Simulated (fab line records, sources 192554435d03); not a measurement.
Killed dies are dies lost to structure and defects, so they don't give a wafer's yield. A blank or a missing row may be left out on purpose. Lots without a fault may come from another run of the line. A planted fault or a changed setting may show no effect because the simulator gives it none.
A struck lot beside a sound one | flow n5_finfet | 20 steps out of a route of 1938
Sound: wafers L243.3, L243.4, L243.6. Struck: wafers L262.3, L262.4, L262.6. The cause comes at the end.
At each step with rows: each side's tool, then ch and its chambers, then its first start. Under that, the readings that differ: sound wafers | struck wafers | difference of the means | sigmas: that difference in standard deviations of wafers without a fault.
alike: readings whose means differ by less than 2 such deviations, and words and numbers that are the same on both sides. not compared: withheld readings, readings that some wafer has no value for, bounds like >300 that may hide the same value, and numbers for which the record gives no deviation and whose values overlap.
The two part at a step that has a row with sigmas, a row that says differs or no value, or rows on one side only. Numbers that don't overlap but have no deviation are shown without sigmas and don't part them. A reading that every wafer of one side lacks parts them only if that side has two wafers or more.

N5_BEOL_M1_RS_MEAS_58: measures by four-point-probe.
  sound on film_metro-02, day 7 23:03; struck on film_metro-02, day 12 02:43
  alike: M1_RS
N5_BEOL_M1_INSPECT_59: inspects for defects (darkfield).
  sound on defect_inspect-01, day 7 23:04; struck on defect_inspect-02, day 12 02:44
  alike: raw_defect_count
N5_BEOL_M2_ILD_DEP_00: deposits SiOC from DEMS/O2, target thk 79 nm, time 15.3 s.
  sound on pecvd-04 ch 1,2, day 7 23:07; struck on pecvd-02 ch 0,1, day 12 02:47
  alike: heater_power_w, showerhead_plenum_p_Torr, throttle_valve_pct
  not compared: since_wet_clean_h
N5_BEOL_M2_THK_MEAS_01:
  sound on film_metro-02, day 7 23:11; struck on film_metro-02, day 12 02:51
  alike: M2_ILD_THK
N5_BEOL_M2_PECVD_72: deposits SiO2 from TEOS/O2, target thk 16 nm, time 18 s.
  sound on pecvd-01 ch 0,2, day 7 23:14; struck on pecvd-04 ch 1,2, day 12 02:53
  alike: heater_power_w, showerhead_plenum_p_Torr, throttle_valve_pct
  not compared: since_wet_clean_h
N5_BEOL_M2_HM_DEP_02: deposits TiN, target thk 20 nm.
  sound on pvd_sputter-01, day 7 23:45; struck on pvd_sputter-01, day 12 03:39
  alike: throttle_valve_pct
then, 6 steps without rows for these wafers: N5_BEOL_M2_COAT_61 (time 60 s, resist thk 60 nm); N5_BEOL_M2_COAT_62 (time 60 s, resist thk 12 nm); N5_BEOL_M2_COAT_73 (time 60 s, resist thk 5 nm); N5_BEOL_M2_COAT_05 (resist thk 30 nm); N5_BEOL_M2_EBR_07; N5_BEOL_M2_SOFTBAKE_06 (time 60 s).
N5_BEOL_M2_EXPOSE_08: exposes mask M2.
  sound on euv_scanner-01 ch 0, day 8 00:10; struck on euv_scanner-02 ch 0, day 12 03:56
  reading                         | sound          | struck      | difference | sigmas
  model.BEOL_M2.overlay_x_nm (nm) | -0.2 -0.2 -0.2 | 7.6 7.6 7.6 | +7.8       |
  alike: mask
then, 2 steps without rows for these wafers: N5_BEOL_M2_PEB_09 (peb time 60 s); N5_BEOL_M2_DEVELOP_10 (develop time 30 s).
N5_BEOL_M2_CD_MEAS_11: target cd 16.79 nm.
  sound on cd_sem-03 ch 0, day 8 00:17; struck on cd_sem-02 ch 0, day 12 04:03
  alike: cd_nm
N5_BEOL_M2_OVL_MEAS_12:
  sound on overlay-01 ch 0, day 8 00:20; struck on overlay-01 ch 0, day 12 04:05
  reading     | sound       | struck      | difference | sigmas
  M2_OVL (nm) | 1.3 0.7 2.1 | 8.1 8.9 8.0 | +7.0       | +10
N5_BEOL_M2_INSPECT_13: inspects for defects (brightfield).
  sound on defect_inspect-01, day 8 00:23; struck on defect_inspect-01, day 12 04:08
  alike: raw_defect_count
N5_BEOL_M4_RC_MEAS_101:
  sound on prober-01 ch 0, day 9 07:32; struck on prober-02 ch 0, day 13 23:01
  reading        | sound             | struck            | difference | sigmas
  IOFF_N (nA/um) | 0.132 0.093 0.130 | 0.142 0.200 0.214 | +0.067     | +2
  IOFF_P (nA/um) | 0.17 0.13 0.17    | 0.20 0.25 0.26    | +0.08      | +2
  ION_N (uA/um)  | 638 660 670       | 690 686 705       | +38        | +3
  ION_P (uA/um)  | 442 455 458       | 471 472 481       | +23        | +3
  VT_N (mV)      | 254 256 254       | 253 247 243       | -7         | -2
  VT_P (mV)      | -257 -259 -256    | -250 -247 -244    | +10        | +3
  alike: DIBL_N, DIBL_P, SS_N, SS_P
-- the record jumps here: 4 days lie between the struck wafers' starts before and after (it left off in module BEOL_M4 and takes up again in module PASSIVATION, whose first step shown is number 1936 of the route) --
N5_PASSIVATION_PROBE_49:
  the record has rows for the struck wafers here (prober-01, day 17 20:20) and none for the sound ones

WHERE THEY PART
First at N5_BEOL_M2_OVL_MEAS_12; last, within this record, at N5_PASSIVATION_PROBE_49.

WHY: what the simulator had put in
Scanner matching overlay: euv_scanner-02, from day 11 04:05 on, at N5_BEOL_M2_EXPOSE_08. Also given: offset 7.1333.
